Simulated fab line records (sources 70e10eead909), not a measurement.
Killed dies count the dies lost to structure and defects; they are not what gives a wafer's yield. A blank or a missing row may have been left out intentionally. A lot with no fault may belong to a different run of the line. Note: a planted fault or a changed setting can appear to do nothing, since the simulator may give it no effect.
Chamber matching	flow nand_harc	NHARC_A_STAIRCASE_TRIM_196 on rie_diel-13 has 4 sister chambers
The step chemistry O2, time 211.2 s. 4 wafers are shown with their chamber, then 10 later ones without.

## WAFERS WITH THEIR CHAMBER
wafer	chamber	drypump_motor_current_A (A)
L084.4	2	5.6
L086.2	0	6.1
L088.3	3	6.4
L088.4	1	5.1

## WAFERS WITH NO CHAMBER GIVEN
wafer	drypump_motor_current_A (A)
L088.6	6.4
L090.1	6.1
L090.2	5.1
L090.6	6.1
L093.2	6.4
L093.3	5.6
L093.4	6.1
L094.1	5.1
L094.2	6.2
L094.5	6.4

## EACH ONE'S CHAMBER
wafer	from the rows above	in truth
L088.6	3	3
L090.1	0	0
L090.2	1	1
L090.6	0	0
L093.2	3	3
L093.3	2	2
L093.4	0	0
L094.1	1	1
L094.2	0	0
L094.5	3	3
Correctly placed: 10 of 10. Can't be placed from these rows: 0. Wrongly placed: 0.
How it was worked out, from the rows above alone: a wafer's distance from a chamber is the root of the sum, over the readings, of the square of ((its reading less the chamber's mean) divided by the reading's scatter). The wafer belongs to the nearest chamber; if the next one is less than 2 further off, it can't be placed. Each chamber's mean is taken over the wafers shown for it. The scatter (one wafer shown for each chamber): square how far every hidden wafer sits from the nearest shown wafer, average those squares and take the square root.
